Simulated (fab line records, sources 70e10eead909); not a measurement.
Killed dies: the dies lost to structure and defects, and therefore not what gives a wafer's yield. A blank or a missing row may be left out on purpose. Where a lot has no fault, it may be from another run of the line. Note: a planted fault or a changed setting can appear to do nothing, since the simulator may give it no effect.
A struck lot beside a sound one + flow nand-harc + 21 out of 1302 route steps
Sound: wafers L780.1, L780.5, L780.6. Struck: wafers L781.1, L781.3, L781.4. The cause is named last.
Each step with rows lists, per side, the tool, then ch with its chambers, then its first start. Under that, the readings that differ: sound wafers + struck wafers + difference of the means + sigmas: that difference in standard deviations of wafers without a fault.
alike: readings with means less than 2 such deviations apart, plus words and numbers identical on both sides. not compared: withheld readings, readings lacking a value on some wafer, bounds such as >300 that could conceal the same value, and numbers that have no deviation in the record and whose values overlap.
The two part at a step that has a row with sigmas, a row that says differs or no value, or rows on one side only. When numbers do not overlap yet have no deviation, they are printed without sigmas and do not part them. A reading missing from all wafers of one side parts the sides only when that side holds two or more wafers.

NHARC_P_CONTACT_CVD_23: deposits W, target thk 200 nm, time 557 s.
  sound: cvd-w-01 ch 1; struck: cvd-w-01 ch 0,1
  alike: heater-power-w, throttle-valve-pct
NHARC_P_CONTACT_CMP_24: polishes, t overpolish 30 s, target thk 200 nm.
  sound on cmp-02 ch 0,1,2, day 12 06:59; struck on cmp-04 ch 1,2,3, day 12 14:55
  alike: motor-current-A, overpolish-run-s, time-to-endpoint-s
following that, these wafers have no rows for 1 step: NHARC_P_CONTACT_SRD_26.
NHARC_P_CONTACT_INSPECT_27:
  sound on defect-inspect-02, day 12 07:18; struck on defect-inspect-01, day 12 15:18
  alike: raw-defect-count
then, 7 steps without rows for these wafers: NHARC_P_M0_DEP_00 (deposits SiOC, target thk 150 nm); NHARC_P_M0_DEHYDRATE_01 (time 120 s); NHARC_P_M0_HMDS_02 (time 30 s); NHARC_P_M0_COAT_33 (time 65 s); NHARC_P_M0_COAT_03 (resist thk 90 nm); NHARC_P_M0_SOFTBAKE_04 (time 55 s); NHARC_P_M0_EBR_05.
NHARC_P_M0_EXPOSE_06: exposes mask P M0, target cd 90 nm.
  sound on arfi-scanner-02 ch 0, day 12 08:05; struck on arfi-scanner-03 ch 0, day 12 16:22
| reading              | sound             | struck            | difference | sigmas      |
|----------------------|-------------------|-------------------|------------|-------------|
| exposure-dose-mJ-cm2 | 81.10 81.21 81.03 | 94.68 94.59 94.75 | +13.56     | +99 or more |
  alike: mask, focus-offset-nm
then, 2 steps without rows for these wafers: NHARC_P_M0_PEB_07 (peb time 65 s); NHARC_P_M0_DEVELOP_08 (develop time 35 s).
NHARC_P_M0_CD_MEAS_09: target cd 90 nm.
  sound on cd-sem-03 ch 0, day 12 08:14; struck on cd-sem-03 ch 0, day 12 16:31
| reading    | sound          | struck           | difference | sigmas |
|------------|----------------|------------------|------------|--------|
| cd-nm (nm) | 88.2 88.1 88.6 | 99.0 101.1 100.7 | +12.0      | +12    |
NHARC_P_M0_OVL_MEAS_10: pitch 180 nm.
  sound on overlay-02, day 12 08:19; struck on overlay-02, day 12 16:36
  alike: overlay-x-nm, overlay-y-nm
NHARC_P_M0_INSPECT_11:
  sound on defect-inspect-02, day 12 08:21; struck on defect-inspect-01, day 12 16:38
  alike: raw-defect-count
NHARC_P_M0_DESCUM_14: chemistry O2, time 3 s.
  sound on rie-diel-02 ch 1,2, day 12 08:26; struck on rie-diel-02 ch 1,2,3, day 12 16:42
| reading               | sound             | struck            | difference | sigmas |
|-----------------------|-------------------|-------------------|------------|--------|
| model.P_M0.cd-nm (nm) | 88.33 87.97 88.44 | 98.58 100.7 100.8 | +11.78     |        |
  alike: drypump-motor-current-A, oes-product-au, rf-vpp-V, showerhead-plenum-p-Torr, throttle-valve-pct
  not compared: rf-hours-counter-h
NHARC_P_M0_ETCH_34: etches the open film in N2/H2, target depth 40 nm, overetch 12 nm, time 43.94 s.
  sound on rie-diel-02 ch 0,3, day 12 08:41; struck on rie-diel-02 ch 0,1,3, day 12 16:47
  alike: drypump-motor-current-A, oes-product-au, rf-vpp-V, showerhead-plenum-p-Torr, throttle-valve-pct
  not compared: rf-hours-counter-h
NHARC_P_M0_ETCH_15: etches the open film in C4F8/Ar, target depth 150 nm, overetch 15 nm, time 82.5 s.
  sound: rie-diel-02 ch 0,1,3; struck: rie-diel-02 ch 0,1,3
| reading               | sound            | struck            | difference | sigmas |
|-----------------------|------------------|-------------------|------------|--------|
| model.P_M0.cd-nm (nm) | 88.09 87.9 89.43 | 98.32 101.6 100.5 | +11.67     |        |
  alike: oes-product-au, rf-vpp-V
  not compared: rf-hours-counter-h
NHARC_P_M0_CD_MEAS_16:
  sound on cd-sem-02, day 12 08:53; struck on cd-sem-02, day 12 17:00
| reading    | sound          | struck           | difference | sigmas |
|------------|----------------|------------------|------------|--------|
| cd-nm (nm) | 88.3 87.7 89.6 | 98.5 101.8 100.3 | +11.7      | +10    |

== WHERE THEY PART ==
First at NHARC_P_M0_EXPOSE_06; last, within this record, at NHARC_P_M0_CD_MEAS_16.

WHY: what had been put in by the simulator
Process parameter drift: arfi-scanner-03, from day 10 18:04 on, at NHARC_P_M0_EXPOSE_06. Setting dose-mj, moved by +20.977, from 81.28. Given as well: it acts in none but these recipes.
